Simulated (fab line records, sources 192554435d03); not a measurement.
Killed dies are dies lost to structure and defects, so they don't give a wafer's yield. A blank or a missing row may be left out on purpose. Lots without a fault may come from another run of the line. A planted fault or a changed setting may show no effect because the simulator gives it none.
Chamber matching | flow n5_finfet | N5_SPACER0_ALD_08 on ald_sin-02: 4 sister chambers
The step deposits SiNx, target thk 2 nm. 8 wafers are shown with their chamber, then 7 later ones without.

WAFERS WITH THEIR CHAMBER
wafer  | chamber | heater_power_w (W) | chamber_pressure_Torr (Torr)
L084.3 | 1       | 925                | 2.001
L084.5 | 2       | 652                | 2.002
L084.6 | 3       | 758                | 1.995
L086.2 | 0       | 792                | 1.996
L086.3 | 3       | 744                | 2.002
L086.6 | 0       | 799                | 2.002
L095.1 | 2       | 654                | 1.998
L095.4 | 1       | 972                | 1.992

WAFERS WITHOUT THEIR CHAMBER
wafer  | heater_power_w (W) | chamber_pressure_Torr (Torr)
L095.6 | 788                | 1.998
L094.1 | 773                | 2.007
L094.2 | 773                | 1.992
L094.6 | 966                | 1.997
L097.1 | 777                | 1.991
L097.2 | 953                | 2.011
L097.6 | 791                | 1.991

WHICH CHAMBER EACH WENT THROUGH
wafer  | from the rows above     | in truth
L095.6 | can't be placed: 0 or 3 | 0
L094.1 | can't be placed: 0 or 3 | 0
L094.2 | can't be placed: 3 or 0 | 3
L094.6 | 1                       | 1
L097.1 | can't be placed: 0 or 3 | 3
L097.2 | 1                       | 1
L097.6 | can't be placed: 0 or 3 | 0
Placed correctly: 2 of 7. Can't be placed from these rows: 5 (the true chamber is among the candidates in 5). Placed wrongly: 0.
How it was worked out, from the rows above alone: a wafer's distance from a chamber is the root of the sum, over the readings, of the square of ((its reading less the chamber's mean) divided by the reading's scatter). The wafer belongs to the nearest chamber; if the next one is less than 2 further off, it can't be placed. A chamber's mean is the mean of its shown wafers. The scatter: the root of (the sum of the squares of (reading less its chamber's mean) over the shown wafers, divided by (wafers less chambers)).
